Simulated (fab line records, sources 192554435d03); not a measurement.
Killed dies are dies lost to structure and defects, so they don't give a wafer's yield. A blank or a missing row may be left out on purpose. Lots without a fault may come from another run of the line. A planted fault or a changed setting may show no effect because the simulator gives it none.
Which tool did it? | flow n5_finfet | 9 lots, 27 wafers sampled, at 5 steps of a route of 1938

WHAT THE GAUGES READ, wafer by wafer
N5_STI_FIN_REVEAL_INSPECT_13: inspects for defects (darkfield).
lot  | measured    | on                | raw_defect_count
L249 | day 2 19:38 | defect_inspect-02 | 9 3 8
L254 | day 4 01:21 | defect_inspect-01 | 10 6 13
L255 | day 4 08:23 | defect_inspect-01 | 5 8 5
L261 | day 5 19:44 | defect_inspect-01 | 672 661 657
L262 | day 6 05:01 | defect_inspect-01 | 617 677 689
L263 | day 6 09:58 | defect_inspect-01 | 11 11 10
L264 | day 6 15:22 | defect_inspect-01 | 9 12 4
L266 | day 7 03:18 | defect_inspect-02 | 18 11 11
L271 | day 8 07:01 | defect_inspect-01 | 7 13 13

WHICH TOOL RAN EACH LOT (tool, then ch and the chambers of the sampled wafers, then the start)
lot  | N5_STI_FIN_REVEAL_CMP_04     | N5_STI_FIN_REVEAL_ETCHBACK_08     | N5_STI_FIN_REVEAL_PRECLEAN_17      | N5_STI_FIN_REVEAL_ETCH_34
L249 | cmp-03 ch 2,3, day 2 15:58   | rie_diel-04 ch 1,3, day 2 16:35   | remote_plasma-01 ch 1, day 2 18:44 | rie_si-06 ch 2,3, day 2 18:56
L254 | cmp-01 ch 0,1,2, day 3 21:16 | rie_diel-01 ch 0,1,3, day 3 21:46 | remote_plasma-02 ch 1, day 4 00:27 | rie_si-04 ch 0,1,3, day 4 00:39
L255 | cmp-01 ch 1,2, day 4 04:38   | rie_diel-02 ch 0,1,3, day 4 05:20 | remote_plasma-02 ch 1, day 4 07:29 | rie_si-04 ch 0,3, day 4 07:41
L261 | cmp-01 ch 0,1, day 5 15:59   | rie_diel-01 ch 0,3, day 5 16:40   | remote_plasma-02 ch 0, day 5 18:49 | rie_si-04 ch 2,3, day 5 19:02
L262 | cmp-03 ch 0,1, day 5 23:40   | rie_diel-02 ch 0,1, day 6 00:23   | remote_plasma-02 ch 0, day 6 04:07 | rie_si-06 ch 0,1, day 6 04:19
L263 | cmp-03 ch 2,3, day 6 06:05   | rie_diel-04 ch 1,2, day 6 06:55   | remote_plasma-01 ch 0, day 6 09:07 | rie_si-05 ch 0,1,2, day 6 09:16
L264 | cmp-01 ch 1,3, day 6 11:47   | rie_diel-02 ch 1,2, day 6 12:19   | remote_plasma-01 ch 0, day 6 14:29 | rie_si-05 ch 1,2, day 6 14:40
L266 | cmp-01 ch 0,2,3, day 6 23:36 | rie_diel-01 ch 0,1, day 7 00:15   | remote_plasma-01 ch 0, day 7 02:24 | rie_si-06 ch 0,2, day 7 02:36
L271 | cmp-01 ch 0,2,3, day 8 03:26 | rie_diel-04 ch 1,3, day 8 03:56   | remote_plasma-01 ch 0, day 8 06:07 | rie_si-05 ch 0,1,2, day 8 06:18
- N5_STI_FIN_REVEAL_CMP_04: polishes, stops on Si3N4, t overpolish 4 s, target thk 131.83 nm.
- N5_STI_FIN_REVEAL_ETCHBACK_08: etches SiO2 in C4F6/O2, target depth 30.5 nm, time 10.167 s.
- N5_STI_FIN_REVEAL_PRECLEAN_17: cleans in NF3:NH3, afs cycles 1, time 20 s, sublimation time 60 s.
- N5_STI_FIN_REVEAL_ETCH_34: etches Si in H2, material Si, target depth 0.97 nm.

THE ANSWER, worked out from the rows above alone
Rule: what is usual is taken from the lots themselves. Put in order of their means at a reading, lots are off if they are a third of the lots or fewer, leave a main group of 4 or more, and stand apart from it by a gap of 3 or more times the standard deviation of the main group's means; of several such gaps the widest counts. A main group whose means are all the same, to the digits that the tables above print for the reading, isn't used. A lot without any number at a reading at which 4 lots or more have one is off too. The other lots that the step has rows for count as sound.
Off: L261, L262, at N5_STI_FIN_REVEAL_INSPECT_13 (raw_defect_count). The main group: mean 9, standard deviation 2.4.
A tool fits if, at a process step before that reading, it ran every lot that is off, and no sound lot after the first of them. The gauges at N5_STI_FIN_REVEAL_INSPECT_13 are tried like those tools. One fits: remote_plasma-02 at N5_STI_FIN_REVEAL_PRECLEAN_17. Its last sound lot is L255 (day 4 07:29), its first lot that is off L261 (day 5 18:49): a fault that began between those two fits.

WHAT THE SIMULATOR HAD PUT IN
Chamber particle source: remote_plasma-02, from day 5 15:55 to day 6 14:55, at N5_STI_FIN_REVEAL_PRECLEAN_17. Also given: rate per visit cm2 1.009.
Lots struck among those shown: L261, L262. The rule above found the same.
